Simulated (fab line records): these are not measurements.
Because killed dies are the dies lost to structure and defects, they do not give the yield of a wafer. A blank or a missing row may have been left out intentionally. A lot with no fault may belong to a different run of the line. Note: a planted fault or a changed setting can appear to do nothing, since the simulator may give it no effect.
Lot-split experiment :: flow n5-finfet :: 21 wafers read from 7 lots, route of 1938 steps

== SPLIT DETAILS ==
At N5_DUMMY_GATE_COAT_28 (time 60 s, resist thk 10 nm), the setting spin-rpm was moved away from the recipe's 1500 rpm on 8 of the 21 wafers read, by -9.5% to +11.1%. The other wafers ran this setting at the recipe's value.

The reading comes from the split's own step.

== THE READING ==
underlayer_of_DUMMY_GATE_COAT_28.thk-nm (the simulator's own value, which no gauge read), in nm, at N5_DUMMY_GATE_COAT_28 (time 60 s, resist thk 10 nm). There is no usual value for it anywhere in the file.

wafer: L083.3
tool, chamber at the split: litho-track-03, 0
spin-rpm as run, rpm: 1500
against the recipe: recipe
underlayer_of_DUMMY_GATE_COAT_28.thk-nm, nm: 10
against lot-mates on the recipe: -

wafer: L083.4
tool, chamber at the split: litho-track-03, 0
spin-rpm as run, rpm: 1500
against the recipe: recipe
underlayer_of_DUMMY_GATE_COAT_28.thk-nm, nm: 10
against lot-mates on the recipe: -

wafer: L083.5
tool, chamber at the split: litho-track-03, 0
spin-rpm as run, rpm: 1500
against the recipe: recipe
underlayer_of_DUMMY_GATE_COAT_28.thk-nm, nm: 10
against lot-mates on the recipe: -

wafer: L086.1
tool, chamber at the split: litho-track-02, 0
spin-rpm as run, rpm: 1500
against the recipe: recipe
underlayer_of_DUMMY_GATE_COAT_28.thk-nm, nm: 10
against lot-mates on the recipe: -

wafer: L086.2
tool, chamber at the split: litho-track-02, 0
spin-rpm as run, rpm: 1636
against the recipe: +9.1%
underlayer_of_DUMMY_GATE_COAT_28.thk-nm, nm: 9.6
against lot-mates on the recipe: -0.4

wafer: L086.5
tool, chamber at the split: litho-track-02, 0
spin-rpm as run, rpm: 1636
against the recipe: +9.1%
underlayer_of_DUMMY_GATE_COAT_28.thk-nm, nm: 9.6
against lot-mates on the recipe: -0.4

wafer: L087.1
tool, chamber at the split: litho-track-02, 0
spin-rpm as run, rpm: 1500
against the recipe: recipe
underlayer_of_DUMMY_GATE_COAT_28.thk-nm, nm: 10
against lot-mates on the recipe: -

wafer: L087.2
tool, chamber at the split: litho-track-02, 0
spin-rpm as run, rpm: 1500
against the recipe: recipe
underlayer_of_DUMMY_GATE_COAT_28.thk-nm, nm: 10
against lot-mates on the recipe: -

wafer: L087.6
tool, chamber at the split: litho-track-02, 0
spin-rpm as run, rpm: 1500
against the recipe: recipe
underlayer_of_DUMMY_GATE_COAT_28.thk-nm, nm: 10
against lot-mates on the recipe: -

wafer: L089.3
tool, chamber at the split: litho-track-02, 0
spin-rpm as run, rpm: 1500
against the recipe: recipe
underlayer_of_DUMMY_GATE_COAT_28.thk-nm, nm: 10
against lot-mates on the recipe: -

wafer: L089.6
tool, chamber at the split: litho-track-02, 0
spin-rpm as run, rpm: 1500
against the recipe: recipe
underlayer_of_DUMMY_GATE_COAT_28.thk-nm, nm: 10
against lot-mates on the recipe: -

wafer: L089.5
tool, chamber at the split: litho-track-02, 0
spin-rpm as run, rpm: 1360
against the recipe: -9.3%
underlayer_of_DUMMY_GATE_COAT_28.thk-nm, nm: 10.4
against lot-mates on the recipe: +0.4

wafer: L090.2
tool, chamber at the split: litho-track-01, 0
spin-rpm as run, rpm: 1500
against the recipe: recipe
underlayer_of_DUMMY_GATE_COAT_28.thk-nm, nm: 10
against lot-mates on the recipe: -

wafer: L090.3
tool, chamber at the split: litho-track-01, 0
spin-rpm as run, rpm: 1500
against the recipe: recipe
underlayer_of_DUMMY_GATE_COAT_28.thk-nm, nm: 10
against lot-mates on the recipe: -

wafer: L090.6
tool, chamber at the split: litho-track-01, 0
spin-rpm as run, rpm: 1358
against the recipe: -9.5%
underlayer_of_DUMMY_GATE_COAT_28.thk-nm, nm: 10.4
against lot-mates on the recipe: +0.4

wafer: L092.1
tool, chamber at the split: litho-track-01, 0
spin-rpm as run, rpm: 1632
against the recipe: +8.8%
underlayer_of_DUMMY_GATE_COAT_28.thk-nm, nm: 9.6
against lot-mates on the recipe: -0.4

wafer: L092.5
tool, chamber at the split: litho-track-01, 0
spin-rpm as run, rpm: 1632
against the recipe: +8.8%
underlayer_of_DUMMY_GATE_COAT_28.thk-nm, nm: 9.6
against lot-mates on the recipe: -0.4

wafer: L092.2
tool, chamber at the split: litho-track-01, 0
spin-rpm as run, rpm: 1500
against the recipe: recipe
underlayer_of_DUMMY_GATE_COAT_28.thk-nm, nm: 10
against lot-mates on the recipe: -

wafer: L096.1
tool, chamber at the split: litho-track-02, 0
spin-rpm as run, rpm: 1667
against the recipe: +11.1%
underlayer_of_DUMMY_GATE_COAT_28.thk-nm, nm: 9.6
against lot-mates on the recipe: -0.4

wafer: L096.3
tool, chamber at the split: litho-track-02, 0
spin-rpm as run, rpm: 1500
against the recipe: recipe
underlayer_of_DUMMY_GATE_COAT_28.thk-nm, nm: 10
against lot-mates on the recipe: -

wafer: L096.5
tool, chamber at the split: litho-track-02, 0
spin-rpm as run, rpm: 1667
against the recipe: +11.1%
underlayer_of_DUMMY_GATE_COAT_28.thk-nm, nm: 9.4
against lot-mates on the recipe: -0.6

THE FIT
A straight line over all 21 wafers: underlayer_of_DUMMY_GATE_COAT_28.thk-nm changes by -0.0441 nm for each +1% of spin-rpm; r = -0.99; the points scatter about the line by 0.033 nm.
The same after taking each lot's own level away (the mean of its wafers on the recipe; 21 wafers): -0.0441 nm for each +1%; r = -0.99; scatter 0.033 nm.
Per that fit: largest spin-rpm move, reading shift of 0.49 nm.
The lots' own levels span 10.00 to 10.00 nm.
So the lot-to-lot level changes the slope little: the two slopes agree.
Check: -0.515 nm against its lot-mates is what the line predicts for one of the wafers moved furthest among these (+11.1%) when that wafer is left out of the fit. It came out at -0.4 nm against them.

== FURTHER SPLITS ON THESE WAFERS ==
Other splits were also applied to these wafers ahead of the reading. Each is held against what the fit with the lots' levels taken away leaves over:
other split on the same wafers: N5_ZERO_LAYER_PECVD_02 time-s
wafers away from the commonest value: 6
r with underlayer_of_DUMMY_GATE_COAT_28.thk-nm (lot level and that fit taken away): +0.00

other split on the same wafers: N5_PMOS_HMC_CHANNEL_EPI_EXPOSE_06 dose-mj
wafers away from the commonest value: 9
r with underlayer_of_DUMMY_GATE_COAT_28.thk-nm (lot level and that fit taken away): +0.37

other split on the same wafers: N5_PMOS_HMC_CHANNEL_EPI_PEB_07 peb-time-s
wafers away from the commonest value: 2
r with underlayer_of_DUMMY_GATE_COAT_28.thk-nm (lot level and that fit taken away): +0.01

== FILE'S OWN FIT ==
underlayer_of_DUMMY_GATE_COAT_28.thk-nm changes by -0.044 nm for each +1% of spin-rpm, r = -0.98.
